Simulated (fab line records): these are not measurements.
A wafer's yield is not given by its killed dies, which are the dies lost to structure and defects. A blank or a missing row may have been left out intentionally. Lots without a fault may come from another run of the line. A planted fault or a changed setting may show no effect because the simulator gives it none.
One fault through the eyes of 3 desks :: flow n5Finfet :: each desk holds nothing but its own numbers, with what lay behind them at the end

METROLOGY DESK
Lot by lot, what the gauges showed, no matter which tool ran the lot: averages of those sampled wafers that carry a number. The brackets show how far a lot's mean lies from the usual mean; more than 4 standard deviations puts the lot out of limits, marked OUT.
Columns: A = cdNm at N5_BEOL_M7_CD_MEAS_11, usual 38.7 nm; B = cdNm at N5_BEOL_M7_CD_MEAS_18, usual 40.1 nm
lot: L846
first seen here: day 10 04:08
A: 38.4
B: 40.0

lot: L849
first seen here: day 11 08:05
A: 38.7
B: 39.9

lot: L852
first seen here: day 11 17:06
A: 38.3
B: 39.5

lot: L850
first seen here: day 12 07:23
A: 38.7
B: 40.1

lot: L855
first seen here: day 12 11:57
A: 38.4
B: 39.3

lot: L859
first seen here: day 14 05:05
A: 38.6
B: 40.3

lot: L862
first seen here: day 14 22:15
A: 42.4 (+8.2) OUT
B: 43.5 (+5.5) OUT

lot: L860
first seen here: day 14 22:52
A: 38.5
B: 40.1

lot: L863
first seen here: day 15 01:17
A: 38.8
B: 41.5

lot: L866
first seen here: day 16 06:34
A: 41.1 (+5.4) OUT
B: 42.1

lot: L867
first seen here: day 16 09:53
A: 39.3
B: 41.1
Finding of this desk: L862, L866 out of limits; the first was L862 at day 14 22:15, on cdNm at N5_BEOL_M7_CD_MEAS_11. L846, L849, L852, L850, L855, L859, L860, L863, L867: within limits.

THE DEFECT DESK
Counts from the inspections along the route, per lot, as means over the sampled wafers that have a number. The brackets show how far a lot's mean lies from the usual mean; more than 4 standard deviations puts the lot out of limits, marked OUT.
Columns: A = rawDefectCount at N5_BEOL_M7_INSPECT_13, usual 415
lot: L846
first seen here: day 10 04:11
A: 371

lot: L849
first seen here: day 11 08:08
A: 475

lot: L852
first seen here: day 11 17:09
A: 349

lot: L850
first seen here: day 12 07:26
A: 405

lot: L855
first seen here: day 12 12:00
A: 468

lot: L859
first seen here: day 14 05:08
A: 432

lot: L862
first seen here: day 14 22:18
A: 280

lot: L860
first seen here: day 14 22:56
A: 316

lot: L863
first seen here: day 15 01:20
A: 458

lot: L866
first seen here: day 16 06:37
A: 414

lot: L867
first seen here: day 16 10:01
A: 500
Result from this desk: across the 11 lots, nothing is out of limits.

TOOL OWNER'S DESK, arfiScanner-01
The tool's own readings at N5_BEOL_M7_EXPOSE_08 (exposes mask M7): means of the sampled wafers that have a number, for each lot that ran on this tool. The brackets show how far a lot's mean lies from the usual mean; more than 4 standard deviations puts the lot out of limits, marked OUT.
Columns: A = exposureDoseMJCm2 at N5_BEOL_M7_EXPOSE_08, usual 68.17
lot: L846
first seen here: day 10 04:01
A: 68.21

lot: L849
first seen here: day 11 07:58
A: 68.24

lot: L859
first seen here: day 14 04:58
A: 68.16

lot: L862
first seen here: day 14 22:08
A: 73.29 (+66) OUT

lot: L866
first seen here: day 16 06:26
A: 71.44 (+43) OUT
Finding of this desk: L862, L866 out of limits; the first was L862 at day 14 22:08, on exposureDoseMJCm2 at N5_BEOL_M7_EXPOSE_08. L846, L849, L859: within limits.

ALL TOGETHER
The tool owner's desk had the chance to raise an alarm at day 14 22:08 on L862, L866.
Metrology desk: alarm possible at day 14 22:15 on L862, L866.
Nothing out of limits was seen by the defect desk.
The defect desk has L862, L866 on record, within its limits.
On arfiScanner-01, each named lot ran N5_BEOL_M7_EXPOSE_08.

WHAT THE SIMULATOR HAD INSERTED
Process parameters drifting: arfiScanner-01 at N5_BEOL_M7_EXPOSE_08, beginning at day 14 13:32. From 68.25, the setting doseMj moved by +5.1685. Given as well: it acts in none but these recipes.
Struck lots among those shown: L862, L866.
Time in hours from fault onset to the first out-of-limits reading at each desk: tool owner's desk 9, metrology desk 9.
